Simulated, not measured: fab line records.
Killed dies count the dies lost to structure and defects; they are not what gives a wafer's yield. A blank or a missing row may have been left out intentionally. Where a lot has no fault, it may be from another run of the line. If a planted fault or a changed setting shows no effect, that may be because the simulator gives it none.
Lot-split experiment | flow n5Finfet | on a route of 1938 steps: 7 lots, 21 wafers read

## THE SPLIT ITSELF
At N5_BEOL_M4_COAT_62 (time 60 s, resist thk 12 nm), the setting spinRpm was moved away from the recipe's 1500 rpm on 5 of the 21 wafers read, by -10.9% to +6.1%. For the rest of the wafers, this setting stayed at what the recipe calls for.

## FROM THE SPLIT TO THE READING: what the file shows between them, 4 steps
- N5_BEOL_M4_COAT_73: time 60 s, resist thk 5 nm
- N5_BEOL_M4_COAT_05: resist thk 30 nm
- N5_BEOL_M4_DESCUM_16: chemistry O2, time 7 s
- N5_BEOL_M4_ETCH_74: etches underlayer in N2/H2, target depth 6.5 nm, time 5.2 s

## THE READING
CAR-EUV_of_BEOL_M4_COAT_05.thkNm (the simulator's own value, which no gauge read), in nm, at N5_BEOL_M4_ETCH_63 (etches SiARC in CF4, target depth 15.6 nm, time 26 s). There is no usual value for it anywhere in the file. The 16 wafers here that ran the recipe average 11.2 nm, standard deviation 0.097 nm.

wafer  | tool, chamber at the split | spinRpm as run, rpm | against the recipe | CAR-EUV_of_BEOL_M4_COAT_05.thkNm, nm | against lot-mates on the recipe
L076.1 | lithoTrack-05, 0           | 1378                | -8.1%              | 10.8                                 | -0.4
L076.4 | lithoTrack-05, 0           | 1500                | recipe             | 11.2                                 | -
L076.5 | lithoTrack-05, 0           | 1378                | -8.1%              | 10.8                                 | -0.4
L078.2 | lithoTrack-04, 0           | 1500                | recipe             | 11.2                                 | -
L078.5 | lithoTrack-04, 0           | 1500                | recipe             | 11.2                                 | -
L078.6 | lithoTrack-04, 0           | 1500                | recipe             | 11.2                                 | -
L079.2 | lithoTrack-01, 0           | 1500                | recipe             | 11.2                                 | -
L079.3 | lithoTrack-01, 0           | 1500                | recipe             | 11                                   | -
L079.5 | lithoTrack-01, 0           | 1500                | recipe             | 11.2                                 | -
L082.2 | lithoTrack-01, 0           | 1500                | recipe             | 11.4                                 | -
L082.4 | lithoTrack-01, 0           | 1591                | +6.1%              | 11.6                                 | +0.3
L082.6 | lithoTrack-01, 0           | 1500                | recipe             | 11.2                                 | -
L086.1 | lithoTrack-01, 0           | 1500                | recipe             | 11.2                                 | -
L086.6 | lithoTrack-01, 0           | 1500                | recipe             | 11.2                                 | -
L086.5 | lithoTrack-01, 0           | 1337                | -10.9%             | 10.6                                 | -0.6
L089.4 | lithoTrack-04, 0           | 1589                | +5.9%              | 11.4                                 | +0.2
L089.5 | lithoTrack-04, 0           | 1500                | recipe             | 11.2                                 | -
L089.6 | lithoTrack-04, 0           | 1500                | recipe             | 11.2                                 | -
L094.2 | lithoTrack-04, 0           | 1500                | recipe             | 11                                   | -
L094.3 | lithoTrack-04, 0           | 1500                | recipe             | 11                                   | -
L094.4 | lithoTrack-04, 0           | 1500                | recipe             | 11.2                                 | -

THE FIT
A straight line over all 21 wafers: CAR-EUV_of_BEOL_M4_COAT_05.thkNm changes by +0.0506 nm for each +1% of spinRpm; r = +0.91; the points scatter about the line by 0.095 nm.
The same after taking each lot's own level away (the mean of its wafers on the recipe; 21 wafers): +0.0494 nm for each +1%; r = +0.95; scatter 0.067 nm.
On that fit, the largest move of spinRpm shifts the reading by 0.54 nm.
The lots' own levels span 11.07 to 11.30 nm, that is 2.4 times the standard deviation above.
Hence the lot-to-lot level has little effect on the slope; both slopes agree.
Check: for one of the wafers moved furthest among these (-10.9%), held out of the fit, the line's prediction against its lot-mates is -0.51 nm. Against them it came out at -0.6 nm.

## ADDITIONAL SPLITS CARRIED BY THESE WAFERS
Note: prior to the reading, these wafers also went through further splits. Each is held against what the fit with the lots' levels taken away leaves over:
other split on the same wafers | wafers away from the commonest value | r with CAR-EUV_of_BEOL_M4_COAT_05.thkNm (lot level and that fit taken away)
N5_BEOL_M1_ALD_98 tempC        | 7                                    | +0.40
N5_BEOL_M2_COAT_67 spinRpm     | 4                                    | +0.09
N5_BEOL_M2_COAT_22 spinRpm     | 6                                    | -0.01
N5_BEOL_M2_DEP_57 timeS        | 4                                    | +0.17
N5_BEOL_M3_COAT_22 spinRpm     | 6                                    | +0.10
N5_BEOL_M3_EXPOSE_25 doseMj    | 7                                    | +0.05

## THE WHOLE CHAIN: every reading that the file lists as answering this split, in the file's order
step               | what it does                                         | reading                                                                           | change (the file's fit)                | r (the file's)
N5_BEOL_M4_COAT_62 | time 60 s, resist thk 12 nm                          | SiARC_of_BEOL_M4_COAT_62.thkNm (the simulator's own value, which no gauge read)   | -0.0717 nm for each +1% of the setting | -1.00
N5_BEOL_M4_ETCH_63 | etches SiARC in CF4, target depth 15.6 nm, time 26 s | etch.depthNm (the simulator's own value, which no gauge read)                     | -0.0626 nm for each +1% of the setting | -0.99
N5_BEOL_M4_ETCH_63 | etches SiARC in CF4, target depth 15.6 nm, time 26 s | CAR-EUV_of_BEOL_M4_COAT_05.thkNm (the simulator's own value, which no gauge read) | +0.0499 nm for each +1% of the setting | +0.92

## THE FILE'S OWN FIT
CAR-EUV_of_BEOL_M4_COAT_05.thkNm changes by +0.0499 nm for each +1% of spinRpm, r = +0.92.
